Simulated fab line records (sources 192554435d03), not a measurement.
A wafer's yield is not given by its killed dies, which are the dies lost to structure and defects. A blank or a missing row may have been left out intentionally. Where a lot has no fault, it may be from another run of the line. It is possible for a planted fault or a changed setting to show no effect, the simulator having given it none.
fab line records | flow n5Finfet
[record] lots = 11 wafers = 33 lastDay = 17
route steps=1938 shown BEOL_M15@1821 PAD_METAL@1896 PASSIVATION@1907
lots that met no fault: taken from a fault-free run of the same line
startH: hours from the record's first day to the start of the lot's first wafer shown | waitH: time in hours since the lot's previous step | " the same as in the row above | L1.1+2: a row that stands for several wafers | - no value present, or no start provided | * or withheld: withheld | < > ~ a bound
route shown NAME@n: NAME is a module with steps in the file, n the number in the route of the first one | usual: average and standard deviation across the fault-free wafers | same: alike in all rows | chamber/n: place in a boat | sites: readings site by site | _std_site: how widely they spread, as a standard deviation | _edge_site: outer sites' mean less inner sites' | radiusMm: for every site, how far away it sits from the centre of the wafer | mask NAME#n: copy n | behind: the last tool/chamber to shape the wafer | hold: cause of the lot's hold/its duration in hours/its outcome | device: the transistor (n, p or np) that didn't switch | end of line: tests run on the same wafers once the route is complete | for a step that has no rows: nothing shown but its recipe | killed: dies that structure and defects cost at the first sort, which is not the same as the wafer's yield | map: a wafer's dies, x killed, . not, _ none there
set.NAME: the run value of the setting; set.NAME@STEP: its run value at that earlier step | model.NAME: the simulator's own value behind a step, which no gauge read
one table for each step of the route and one row for each wafer, over a sample of lots
services: from which hour (startH, from the record's first day; less than 0 if before it) a tool's chamber was out of use, for how many hours, and why
[[steps]]
[step N5_BEOL_M15_SPUTTER_45]
[recipe] material = Cu targetThkA = 1000 tempC = -20 biasV = 60 powerW = 26000 chamberPressurePa = 0.13 timeS = 16.67
[usual] chuckGasFlowSccm = 1.26/0.047 susceptorTempC = -19.99/0.11 throttleValvePct = 29.5/1
// columns lot.wafer tool chamber startH waitH chuckGasFlowSccm susceptorTempC throttleValvePct
L882.3 pvdSputter-01 - 283.04 0.0 1.18 -19.99 31.7
L882.4 " - " " 1.27 -19.83 29.7
L882.5 " - " " 1.27 -20.11 28.1
L888.2 pvdSputter-02 - 318.81 0.0 1.32 -20.18 28.8
L888.4 " - " " 1.17 -19.89 28.8
L888.5 " - " " 1.29 -20.16 29.9
L886.2 pvdSputter-01 - 325.36 0.0 1.29 -19.98 30.0
L886.4 " - " " 1.24 -19.86 31.6
L886.6 " - " " 1.25 -19.86 28.1
L889.2 pvdSputter-03 - 330.19 0.0 1.30 -20.20 29.3
L889.4 " - " " 1.15 -19.91 29.4
L889.5 " - " " 1.34 -19.76 29.0
L887.1 pvdSputter-03 - 337.15 0.0 1.21 -19.94 29.5
L887.4 " - " " 1.31 -20.14 28.8
L887.6 " - " " 1.25 -19.92 29.4
L890.2 pvdSputter-03 - 338.66 0.0 1.26 - 28.9
L890.4 " - " " 1.27 -20.19 29.4
L890.6 " - " " 1.31 - 29.4
L891.4 pvdSputter-01 - 343.86 0.0 1.27 -20.07 29.8
L891.5 " - " " 1.19 -20.09 28.2
L891.6 " - " " 1.28 -19.94 30.7
L893.1 pvdSputter-01 - 361.36 0.0 1.26 -20.04 29.7
L893.2 " - " " 1.18 -19.94 31.6
L893.6 " - " " 1.31 -19.95 31.6
L895.2 pvdSputter-03 - 364.86 0.0 1.33 - 29.1
L895.3 " - " " 1.12 -19.86 29.1
L895.4 " - " " 1.27 -19.99 29.4
L901.1 pvdSputter-01 - 380.35 0.0 1.32 -19.92 28.2
L901.3 " - " " 1.20 -20.12 30.7
L901.5 " - " " 1.29 -19.90 29.8
L900.3 pvdSputter-01 - 400.01 0.0 1.25 -19.68 29.9
L900.5 " - " " 1.23 -20.07 28.1
L900.6 " - " " 1.27 -19.97 30.7
[step N5_PASSIVATION_AL_DEP_21]
[recipe] material = Al targetThkA = 28000 tempC = 400 timeS = 170 powerW = 30000 chamberPressurePa = 0.4 gas = Ar
[usual] susceptorTempC = 399.99/0.24 throttleValvePct = 29.5/0.93
// columns lot.wafer tool chamber startH waitH susceptorTempC throttleValvePct
L882.3 pvdSputter-01 - 291.97 0.1 399.50 31.7
L882.4 " - " " 399.86 28.1
L882.5 " - " " 400.15 29.8
L888.2 pvdSputter-03 - 329.57 0.1 399.68 29.5
L888.4 " - " " 400.02 29.1
L888.5 " - " " 399.85 29.4
L886.2 pvdSputter-03 - 333.73 0.1 399.81 28.8
L886.4 " - " " 399.90 29.1
L886.6 " - " " 400.05 28.4
L889.2 pvdSputter-01 - 339.64 0.1 400.16 28.1
L889.4 " - " " 400.29 27.8
L889.5 " - " " 400.07 31.6
L887.1 pvdSputter-01 - 347.61 0.1 400.11 28.0
L887.4 " - " " 400.04 30.7
L887.6 " - " " 400.02 28.2
L890.2 pvdSputter-02 - 348.73 0.1 400.01 28.6
L890.4 " - " " 400.23 29.9
L890.6 " - " " 400.21 28.7
L891.4 pvdSputter-03 - 354.35 0.1 399.85 29.0
L891.5 " - " " 400.03 29.4
L891.6 " - " " 399.85 29.4
L893.1 pvdSputter-01 - 373.22 0.1 399.94 28.0
L893.2 " - " " 399.93 31.9
L893.6 " - " " 399.84 30.8
L895.2 pvdSputter-02 - 379.38 0.1 399.95 29.0
L895.3 " - " " 399.92 28.8
L895.4 " - " " 399.98 29.9
L901.1 pvdSputter-02 - 393.44 0.1 400.10 29.9
L901.3 " - " " 400.24 28.7
L901.5 " - " " 400.37 28.8
L900.3 pvdSputter-02 - 411.53 0.1 400.27 28.7
L900.5 " - " " 399.84 28.9
L900.6 " - " " 399.87 30.1
[step N5_PASSIVATION_INSPECT_64]
[recipe] mode = adi inspectInstrument = macro
[usual] rawDefectCount = 2.1/1.5
// columns lot.wafer tool chamber startH waitH rawDefectCount
L882.3 defectInspect-02 - 292.62 0.0 4
L882.4 " - " " 3
L882.5 " - " " 1
L888.2 defectInspect-02 - 330.10 0.0 0
L888.4 " - " " 4
L888.5 " - " " 1
L886.2 defectInspect-02 - 334.26 0.0 1
L886.4 " - " " 2
L886.6 " - " " 3
L889.2 defectInspect-02 - 340.17 0.0 4
L889.4 " - " " 0
L889.5 " - " " 0
L887.1 defectInspect-01 - 348.26 0.0 0
L887.4 " - " " 1
L887.6 " - " " 2
L890.2 defectInspect-01 - 349.39 0.0 3
L890.4 " - " " 1
L890.6 " - " " 1
L891.4 defectInspect-01 - 355.00 0.0 1
L891.5 " - " " 3
L891.6 " - " " 2
L893.1 defectInspect-02 - 373.74 0.0 3
L893.2 " - " " 3
L893.6 " - " " 0
L895.2 defectInspect-01 - 379.90 0.0 1
L895.3 " - " " 3
L895.4 " - " " 2
L901.1 defectInspect-01 - 394.09 0.0 1
L901.3 " - " " 1
L901.5 " - " " 4
L900.3 defectInspect-01 - 412.06 0.0 2
L900.5 " - " " 4
L900.6 " - " " 1
[step N5_PASSIVATION_ETCH_59]
[recipe] chemistry = Cl2/BCl3 target = TaN targetDepthA = 650 timeS = 34.9 ionEnergyEv = 100 pressureMtorr = 10 icpW = 900 biasW = 100 Cl2_flow_sccm = 60 bcl3FlowSccm = 30
[usual] chamberPressureMTorr = 9.999/0.0084 drypumpMotorCurrentA = 6.1/0.4 oesProductAu = 0.82/0.13 rfFwdPowerW = 895/3.1 throttleValvePct = 21.0/0.34
// columns lot.wafer tool chamber startH waitH chamberPressureMTorr drypumpMotorCurrentA oesProductAu rfFwdPowerW rfHoursCounterH throttleValvePct
L882.3 rieMetal-03 1 293.61 0.5 9.992 5.6 0.72 896 - 21.5
L882.4 " 1 " " 9.989 5.6 0.72 894 - 21.5
L882.5 " 1 " " 10.004 5.6 0.72 897 - 21.5
L888.2 rieMetal-01 1 330.62 0.3 10.000 6.4 0.99 895 2 20.6
L888.4 " 1 " " 10.010 6.5 1.00 891 - 20.6
L888.5 " 1 " " 9.989 6.4 0.99 895 - 20.6
L886.2 rieMetal-01 0 335.01 0.3 10.010 6.0 0.76 895 53 20.9
L886.4 " 1 " " 10.004 6.5 1.00 888 - 20.5
L886.6 " 1 " " 9.989 6.5 0.98 892 - 20.6
L889.2 rieMetal-01 1 340.69 0.3 10.013 6.5 0.97 894 4 20.6
L889.4 " 1 " " 9.998 6.5 0.98 890 - 20.6
L889.5 " 0 " " 10.007 5.9 0.74 898 - 20.9
L887.1 rieMetal-03 0 348.78 0.3 9.997 6.6 0.97 896 5 20.7
L887.4 " 0 " " 10.014 6.6 0.99 897 - 20.7
L887.6 " 1 " " 10.000 5.6 0.71 901 - 21.5
L890.2 rieMetal-03 0 349.95 0.3 9.993 6.6 0.97 892 5 20.7
L890.4 " 0 " " 10.003 6.6 0.97 898 - 20.7
L890.6 " 1 " " 9.990 5.6 0.69 894 - 21.5
L891.4 rieMetal-01 0 355.58 0.2 9.990 5.9 0.75 891 - 20.9
L891.5 " 1 " " 10.001 6.5 0.97 897 - 20.6
L891.6 " 0 " " 9.996 5.9 0.74 893 - 20.9
L893.1 rieMetal-03 0 374.27 0.3 9.998 6.6 0.96 893 7 20.7
L893.2 " 1 " " 9.992 5.6 0.71 894 77 21.5
L893.6 " 0 " " 9.995 6.6 0.96 892 - 20.7
L895.2 rieMetal-02 1 380.86 0.6 10.000 6.1 0.96 896 - 21.0
L895.3 " 1 " " 9.997 6.1 0.95 890 - 21.1
L895.4 " 1 " " 9.993 6.1 0.95 896 - 21.0
L901.1 rieMetal-01 1 394.67 0.3 10.002 6.5 0.94 890 9 20.6
L901.3 " 1 " " 10.002 6.5 0.93 895 - 20.6
L901.5 " 1 " " 9.987 6.5 0.94 891 - 20.6
L900.3 rieMetal-03 0 412.61 0.2 9.988 6.6 0.93 892 - 20.7
L900.5 " 1 " " 9.995 5.6 0.69 891 - 21.5
L900.6 " 0 " " 9.997 6.6 0.92 894 - 20.7
[step N5_PASSIVATION_PROBE_49]
[usual] defectLimitedYield = 91.3/1.5 killed_at_M0_to_M3 = 34/10 killed_at_M4_up = 13/4.9 killedAtContacts = 13/6.1 killedAtFrontEnd = 39/13 killedAtOther = 4.1/2.7 killedDies = 103/18 killedOnRim = 13/4.3 killedOpen = 68/13 killedShort = 32/7.6 sort_bin_5_function = 5.2/1 sort_bin_6_memory = 3.2/0.75 sortNPass = 1077/18 sortYieldPct = 91.3/1.5
[same] grossDies = 1180 killedAtBackSide = 0 sort_bin_4_leakage[%] = 0 sort_bin_8_speed[%] = 0
// columns lot.wafer tool chamber startH waitH defectLimitedYield[%] killed_at_M0_to_M3 killed_at_M4_up killedAtContacts killedAtFrontEnd killedAtOther killedDies killedOnRim killedOpen killedShort sort_bin_5_function[%] sort_bin_6_memory[%] sortNPass sortYieldPct[%]
L882.3 prober-01 - 298.15 0.1 89.2 42 13 16 54 3 128 18 80 42 6.5 4.2 1052 89.2
L882.4 prober-01 - 298.20 0.2 90.4 36 18 14 44 1 113 12 71 37 5.8 3.5 1067 90.4
L882.5 prober-01 - 298.25 0.2 90.7 26 17 12 50 5 110 20 68 37 5.3 3.5 1070 90.7
L888.2 prober-01 - 334.97 0.1 90.3 45 14 9 42 5 115 19 71 37 5.6 3.9 1065 90.3
L888.4 prober-01 - 335.07 0.2 89.4 44 13 14 45 9 125 12 68 52 5.2 4.7 1055 89.4
L888.5 prober-01 - 335.12 0.2 92.6 41 16 5 22 3 87 12 57 28 4.1 3.1 1093 92.6
L886.2 prober-01 - 339.58 0.1 89.2 19 10 21 73 5 128 14 90 35 6.5 3.9 1052 89.2
L886.4 prober-01 - 339.68 0.2 89.8 17 11 27 64 1 120 17 86 33 6.2 3.7 1060 89.8
L886.6 prober-01 - 339.78 0.3 86.7 29 9 28 88 3 157 18 109 47 7.3 5.6 1023 86.7
L889.2 prober-02 - 345.38 0.1 91.2 41 15 11 30 7 104 17 67 34 4.9 3.6 1076 91.2
L889.4 prober-02 - 345.48 0.2 91.4 31 13 16 37 5 102 8 67 31 5.3 3.1 1078 91.4
L889.5 prober-02 - 345.53 0.2 91.0 52 10 12 29 3 106 11 61 42 5.8 3.0 1074 91.0
L887.1 prober-01 - 353.49 0.0 93.2 31 10 8 28 3 80 11 50 28 4.4 2.2 1100 93.2
L887.4 prober-01 - 353.64 0.2 92.0 37 11 4 36 6 94 14 59 29 4.2 3.6 1086 92.0
L887.6 prober-01 - 353.74 0.3 91.8 36 8 13 36 4 97 10 64 30 5.5 2.4 1083 91.8
L890.2 prober-02 - 354.96 0.1 88.9 34 45 9 41 2 131 26 69 27 7.2 3.9 1049 88.9
L890.4 prober-02 - 355.06 0.2 92.6 39 12 11 21 4 87 8 60 25 4.9 2.4 1093 92.6
L890.6 prober-02 - 355.16 0.3 86.9 33 58 13 46 5 155 36 83 32 6.8 6.2 1025 86.9
L891.4 prober-01 - 360.74 0.9 92.0 29 9 26 29 1 94 6 69 23 4.4 3.2 1086 92.0
L891.5 prober-01 - 360.79 0.9 88.8 49 9 36 36 2 132 13 93 38 6.9 4.0 1048 88.8
L891.6 prober-01 - 360.84 1.0 89.2 43 12 29 42 2 128 18 85 42 6.3 4.2 1052 89.2
L893.1 prober-02 - 378.56 0.0 92.0 39 6 15 31 3 94 11 65 28 4.7 3.1 1086 92.0
L893.2 prober-02 - 378.61 0.1 89.5 47 14 18 43 2 124 13 89 31 6.9 3.5 1056 89.5
L893.6 prober-02 - 378.81 0.3 89.4 55 20 4 37 9 125 14 81 43 5.6 4.7 1055 89.4
L895.2 prober-01 - 385.70 0.1 89.6 27 58 5 32 1 123 25 50 34 6.4 3.9 1057 89.6
L895.3 prober-01 - 385.75 0.1 94.1 14 11 6 34 5 70 6 42 27 4.3 1.4 1110 94.1
L895.4 prober-01 - 385.80 0.2 93.0 23 19 13 24 4 83 11 54 27 3.1 3.5 1097 93.0
L901.1 prober-01 - 398.97 0.0 91.4 32 6 18 38 7 101 9 63 35 5.3 2.7 1079 91.4
L901.3 prober-01 - 399.07 0.1 93.0 29 15 4 27 8 83 9 64 19 3.6 3.2 1097 93.0
L901.5 prober-01 - 399.17 0.2 90.8 23 11 10 55 10 109 12 66 41 6.2 2.7 1071 90.8
L900.3 prober-02 - 416.97 0.1 90.1 52 7 16 41 1 117 19 76 39 6.1 3.4 1063 90.1
L900.5 prober-02 - 417.07 0.2 89.9 40 14 17 45 3 119 12 73 41 6.4 3.3 1061 89.9
L900.6 prober-02 - 417.12 0.3 90.3 53 13 16 31 2 115 12 78 35 6.3 3.1 1065 90.3
// killed by level:class
L882.3 FIN_SAQP:geometricParticle:open=12 BEOL_M1:geometricParticle:open=11 MOL_CONTACT_COAG:geometricParticle:open=10 BEOL_M0_SAQP:geometricParticle:open=9 FIN_SAQP:geometricParticle:short=8 DUMMY_GATE:geometricParticle:open=8 BEOL_M0_SAQP:geometricParticle:short=7 BEOL_M4:geometricParticle:open=7
L882.4 FIN_SAQP:geometricParticle:short=10 FIN_SAQP:geometricParticle:open=9 MOL_CONTACT_COAG:geometricParticle:open=8 STI_FIN_REVEAL:geometricParticle:open=8 BEOL_M0_SAQP:geometricParticle:open=8 BEOL_M1:geometricParticle:open=7 GATE_CUT:geometricParticle:open=5 MOL_CONTACT_COAG:geometricParticle:short=5
L882.5 FIN_SAQP:geometricParticle:open=10 STI_FIN_REVEAL:geometricParticle:open=10 BEOL_M2:geometricParticle:open=8 MOL_CONTACT_COAG:geometricParticle:open=7 BEOL_M4:geometricParticle:open=6 FIN_SAQP:geometricParticle:short=5 DUMMY_GATE:geometricParticle:open=5 MOL_CONTACT_COAG:geometricParticle:short=5
L888.2 BEOL_M0_SAQP:geometricParticle:short=11 BEOL_M1:geometricParticle:open=9 BEOL_M2:geometricParticle:open=8 STARTING-WAFER:geometricParticle:open=6 STI_FIN_REVEAL:geometricParticle:open=5 MOL_CONTACT_COAG:geometricParticle:open=5 FIN_SAQP:geometricParticle:open=4 DUMMY_GATE:geometricParticle:open=4
L888.4 BEOL_M0_SAQP:geometricParticle:short=18 FIN_SAQP:geometricParticle:short=17 MOL_CONTACT_COAG:geometricParticle:open=11 FIN_SAQP:geometricParticle:open=7 BEOL_M0_SAQP:geometricParticle:open=7 STARTING-WAFER:geometricParticle:short=6 BEOL_M4:geometricParticle:open=6 BEOL_M1:geometricParticle:open=5
L888.5 BEOL_M1:geometricParticle:open=10 BEOL_M0_SAQP:geometricParticle:open=8 FIN_SAQP:geometricParticle:short=6 BEOL_M4:geometricParticle:open=6 FIN_SAQP:geometricParticle:open=5 MOL_CONTACT_COAG:geometricParticle:open=5 BEOL_M0_SAQP:geometricParticle:short=5 BEOL_M2:geometricParticle:open=5
L886.2 STI_FIN_REVEAL:geometricParticle:open=36 MOL_CONTACT_COAG:geometricParticle:open=18 FIN_SAQP:geometricParticle:open=10 STI_FIN_REVEAL:geometricParticle:short=8 BEOL_M0_SAQP:geometricParticle:open=5 BEOL_M1:geometricParticle:open=4 BEOL_M4:geometricParticle:open=4 STARTING-WAFER:geometricParticle:short=4
L886.4 STI_FIN_REVEAL:geometricParticle:open=30 MOL_CONTACT_COAG:geometricParticle:open=20 MOL_CONTACT_COAG:geometricParticle:short=7 FIN_SAQP:geometricParticle:open=6 GATE_CUT:geometricParticle:short=6 BEOL_M0_SAQP:geometricParticle:short=5 BEOL_M0_SAQP:geometricParticle:open=5 FIN_SAQP:geometricParticle:short=4
L886.6 STI_FIN_REVEAL:geometricParticle:open=27 MOL_CONTACT_COAG:geometricParticle:open=17 FIN_SAQP:geometricParticle:open=12 STI_FIN_REVEAL:geometricParticle:short=12 MOL_CONTACT_COAG:geometricParticle:short=11 FIN_SAQP:geometricParticle:short=8 GATE_CUT:geometricParticle:open=8 BEOL_M1:geometricParticle:open=7
L889.2 MOL_CONTACT_COAG:geometricParticle:open=9 BEOL_M1:geometricParticle:open=8 BEOL_M0_SAQP:geometricParticle:open=7 BEOL_M0_SAQP:geometricParticle:short=7 FIN_SAQP:geometricParticle:short=6 STI_FIN_REVEAL:geometricParticle:open=6 BEOL_M3:geometricParticle:open=6 GATE_CUT:geometricParticle:short=4
L889.4 MOL_CONTACT_COAG:geometricParticle:open=13 BEOL_M0_SAQP:geometricParticle:short=9 BEOL_M1:geometricParticle:open=8 BEOL_M4:geometricParticle:open=8 FIN_SAQP:geometricParticle:short=7 DUMMY_GATE:geometricParticle:open=6 FIN_SAQP:geometricParticle:open=5 GATE_CUT:geometricParticle:open=5
L889.5 BEOL_M0_SAQP:geometricParticle:open=13 BEOL_M3:geometricParticle:open=12 BEOL_M0_SAQP:geometricParticle:short=11 BEOL_M1:geometricParticle:open=9 STI_FIN_REVEAL:geometricParticle:open=6 MOL_CONTACT_COAG:geometricParticle:open=6 MOL_CONTACT_COAG:geometricParticle:short=6 STARTING-WAFER:geometricParticle:short=5
L887.1 MOL_CONTACT_COAG:geometricParticle:open=7 BEOL_M2:geometricParticle:open=7 BEOL_M3:geometricParticle:open=7 STI_FIN_REVEAL:geometricParticle:open=6 STI_FIN_REVEAL:geometricParticle:short=5 DUMMY_GATE:geometricParticle:open=5 FIN_SAQP:geometricParticle:short=4 BEOL_M0_SAQP:geometricParticle:short=3
L887.4 BEOL_M0_SAQP:geometricParticle:open=12 STI_FIN_REVEAL:geometricParticle:open=11 BEOL_M0_SAQP:geometricParticle:short=7 GATE_CUT:geometricParticle:short=5 BEOL_M2:geometricParticle:open=5 BEOL_M3:geometricParticle:open=5 BEOL_M1:geometricParticle:open=4 FIN_SAQP:geometricParticle:open=3
L887.6 MOL_CONTACT_COAG:geometricParticle:open=11 FIN_SAQP:geometricParticle:open=10 BEOL_M0_SAQP:geometricParticle:short=10 BEOL_M0_SAQP:geometricParticle:open=9 STI_FIN_REVEAL:geometricParticle:open=8 BEOL_M2:geometricParticle:open=6 DUMMY_GATE:geometricParticle:open=5 BEOL_M3:geometricParticle:open=5
L890.2 BEOL_M15:interfaceVoidOpened=29 BEOL_M3:geometricParticle:open=12 FIN_SAQP:geometricParticle:open=9 MOL_CONTACT_COAG:geometricParticle:open=7 BEOL_M5:geometricParticle:open=7 DUMMY_GATE:geometricParticle:open=6 BEOL_M1:geometricParticle:short=6 STI_FIN_REVEAL:geometricParticle:open=5
L890.4 MOL_CONTACT_COAG:geometricParticle:open=11 BEOL_M2:geometricParticle:open=9 STI_FIN_REVEAL:geometricParticle:open=7 BEOL_M3:geometricParticle:open=6 BEOL_M4:geometricParticle:open=6 BEOL_M0_SAQP:geometricParticle:short=5 BEOL_M1:geometricParticle:open=4 FIN_SAQP:geometricParticle:open=3
L890.6 BEOL_M15:interfaceVoidOpened=38 STI_FIN_REVEAL:geometricParticle:open=20 MOL_CONTACT_COAG:geometricParticle:open=11 BEOL_M1:geometricParticle:open=7 BEOL_M2:geometricParticle:open=6 BEOL_M3:geometricParticle:open=6 BEOL_M4:geometricParticle:open=5 BEOL_M5:geometricParticle:open=5
L891.4 MOL_CONTACT_COAG:geometricParticle:open=22 BEOL_M2:geometricParticle:open=10 BEOL_M3:geometricParticle:open=9 FIN_SAQP:geometricParticle:short=6 DUMMY_GATE:geometricParticle:open=6 FIN_SAQP:geometricParticle:open=4 MOL_CONTACT_COAG:geometricParticle:short=4 BEOL_M1:geometricParticle:open=4
L891.5 MOL_CONTACT_COAG:geometricParticle:open=29 FIN_SAQP:geometricParticle:open=10 BEOL_M0_SAQP:geometricParticle:short=10 STI_FIN_REVEAL:geometricParticle:open=8 BEOL_M3:geometricParticle:open=8 MOL_CONTACT_COAG:geometricParticle:short=7 BEOL_M0_SAQP:geometricParticle:open=7 FIN_SAQP:geometricParticle:short=6
L891.6 MOL_CONTACT_COAG:geometricParticle:open=22 FIN_SAQP:geometricParticle:open=17 FIN_SAQP:geometricParticle:short=12 BEOL_M3:geometricParticle:open=11 BEOL_M0_SAQP:geometricParticle:short=8 MOL_CONTACT_COAG:geometricParticle:short=7 BEOL_M0_SAQP:geometricParticle:open=7 BEOL_M2:geometricParticle:open=6
L893.1 MOL_CONTACT_COAG:geometricParticle:open=13 BEOL_M0_SAQP:geometricParticle:short=9 STI_FIN_REVEAL:geometricParticle:open=8 BEOL_M3:geometricParticle:open=8 FIN_SAQP:geometricParticle:open=6 GATE_CUT:geometricParticle:short=6 BEOL_M0:geometricParticle:open=6 BEOL_M0_SAQP:geometricParticle:open=5
L893.2 MOL_CONTACT_COAG:geometricParticle:open=14 BEOL_M2:geometricParticle:open=10 BEOL_M4:geometricParticle:open=9 BEOL_M0_SAQP:geometricParticle:short=9 BEOL_M0_SAQP:geometricParticle:open=9 STI_FIN_REVEAL:geometricParticle:open=8 BEOL_M1:geometricParticle:open=8 DUMMY_GATE:geometricParticle:open=7
L893.6 BEOL_M0_SAQP:geometricParticle:short=13 BEOL_M2:geometricParticle:open=11 BEOL_M0_SAQP:geometricParticle:open=11 BEOL_M4:geometricParticle:open=11 FIN_SAQP:geometricParticle:open=10 GATE_CUT:geometricParticle:short=7 FIN_SAQP:geometricParticle:short=6 BEOL_M1:geometricParticle:open=6
L895.2 BEOL_M15:interfaceVoidOpened=37 GATE_CUT:geometricParticle:short=7 BEOL_M4:geometricParticle:open=7 BEOL_M0_SAQP:geometricParticle:short=6 BEOL_M1:geometricParticle:open=6 BEOL_M5:geometricParticle:open=6 STI_FIN_REVEAL:geometricParticle:open=5 STARTING-WAFER:geometricParticle:short=5
L895.3 STI_FIN_REVEAL:geometricParticle:open=8 MOL_CONTACT_COAG:geometricParticle:open=5 FIN_SAQP:geometricParticle:short=4 GATE_CUT:geometricParticle:short=4 GATE_CUT:geometricParticle:open=4 BEOL_M4:geometricParticle:open=4 FIN_SAQP:geometricParticle:open=3 BEOL_M0_SAQP:geometricParticle:open=3
L895.4 MOL_CONTACT_COAG:geometricParticle:open=12 BEOL_M4:geometricParticle:open=9 BEOL_M0_SAQP:geometricParticle:short=7 DUMMY_GATE:geometricParticle:open=6 STARTING-WAFER:geometricParticle:short=6 STI_FIN_REVEAL:geometricParticle:open=4 BEOL_M3:geometricParticle:open=3 BEOL_M3:geometricParticle:short=3
L901.1 MOL_CONTACT_COAG:geometricParticle:open=12 BEOL_M2:geometricParticle:open=9 BEOL_M3:geometricParticle:open=7 BEOL_M0_SAQP:geometricParticle:short=6 BEOL_M1:geometricParticle:open=6 FIN_SAQP:geometricParticle:open=5 STI_FIN_REVEAL:geometricParticle:open=5 DUMMY_GATE:geometricParticle:open=5
L901.3 BEOL_M1:geometricParticle:open=9 BEOL_M4:geometricParticle:open=8 FIN_SAQP:geometricParticle:open=7 STI_FIN_REVEAL:geometricParticle:open=5 BEOL_M3:geometricParticle:open=5 BEOL_M2:geometricParticle:open=4 DUMMY_GATE:geometricParticle:open=3 MOL_CONTACT_COAG:geometricParticle:open=3
L901.5 STI_FIN_REVEAL:geometricParticle:open=16 FIN_SAQP:geometricParticle:short=11 FIN_SAQP:geometricParticle:open=10 GATE_CUT:geometricParticle:short=7 MOL_CONTACT_COAG:geometricParticle:open=7 BEOL_M0_SAQP:geometricParticle:open=6 BEOL_M2:geometricParticle:open=5 BEOL_M4:geometricParticle:open=5
L900.3 STI_FIN_REVEAL:geometricParticle:open=19 BEOL_M0_SAQP:geometricParticle:short=15 MOL_CONTACT_COAG:geometricParticle:open=13 BEOL_M0_SAQP:geometricParticle:open=10 BEOL_M0:geometricParticle:open=6 STI_FIN_REVEAL:geometricParticle:short=5 BEOL_M1:geometricParticle:open=5 BEOL_M2:geometricParticle:open=5
L900.5 MOL_CONTACT_COAG:geometricParticle:open=12 FIN_SAQP:geometricParticle:short=10 STI_FIN_REVEAL:geometricParticle:open=10 BEOL_M3:geometricParticle:open=8 DUMMY_GATE:geometricParticle:open=7 BEOL_M0_SAQP:geometricParticle:open=7 GATE_CUT:geometricParticle:short=6 BEOL_M1:geometricParticle:open=6
L900.6 BEOL_M1:geometricParticle:open=17 STI_FIN_REVEAL:geometricParticle:open=13 MOL_CONTACT_COAG:geometricParticle:open=13 BEOL_M0_SAQP:geometricParticle:short=12 BEOL_M0_SAQP:geometricParticle:open=6 BEOL_M3:geometricParticle:open=6 BEOL_M4:geometricParticle:open=6 BEOL_M1:geometricParticle:short=5
[[services]]
// columns tool chamber startH hours kind
rieMetal-02 - 263.24 2.8 pm
rieMetal-01 1 275.41 2.2 repair
rieMetal-01 1 277.62 - clean
rieMetal-01 1 277.62 23.1 scheduledDown
rieMetal-01 1 277.62 23.1 ventCycle
rieMetal-02 1 284.84 10.5 repair
rieMetal-03 0 288.47 - clean
rieMetal-03 0 288.47 21.2 scheduledDown
rieMetal-03 0 288.47 21.2 ventCycle
rieMetal-02 1 295.38 - clean
rieMetal-02 1 295.38 35.4 scheduledDown
rieMetal-02 1 295.38 35.4 ventCycle
pvdSputter-01 - 302.73 1.0 repair
rieMetal-01 - 309.72 14.6 pm
pvdSputter-02 - 321.35 3.9 repair
rieMetal-02 0 366.44 6.8 repair
pvdSputter-03 - 372.82 2.8 repair
rieMetal-02 0 373.88 - clean
rieMetal-02 0 373.88 20.3 scheduledDown
rieMetal-02 0 373.88 20.3 ventCycle
[[key]]
[firstSign] step = N5_PASSIVATION_PROBE_49 reading = killed_at_M4_up direction = up sigmas = 8.3 usual = 13 struck = 54
[effect] step = N5_PASSIVATION_PROBE_49 reading = killedOnRim direction = up sigmas = 3.6 usual = 13 struck = 29
[moreKillsBornAt] N5_BEOL_M15_SPUTTER_45@pvdSputter-03 = 104
metAt N5_BEOL_M15_SPUTTER_45
struckLots L890,L895
struckWafers L890.2,L890.6,L895.2
notActingAt N5_PASSIVATION_AL_DEP_21,N5_PASSIVATION_INSPECT_64,N5_PASSIVATION_ETCH_59
onsetBetween 337.15 338.66
[fault] kind = processParameterDrift tool = pvdSputter-03 chamber = - onsetH = 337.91 steps = N5_BEOL_M15_SPUTTER_45 channel = timeS offset = * shape = step endH = 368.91 scope = struckWafersOnly actsIn = * stated = *
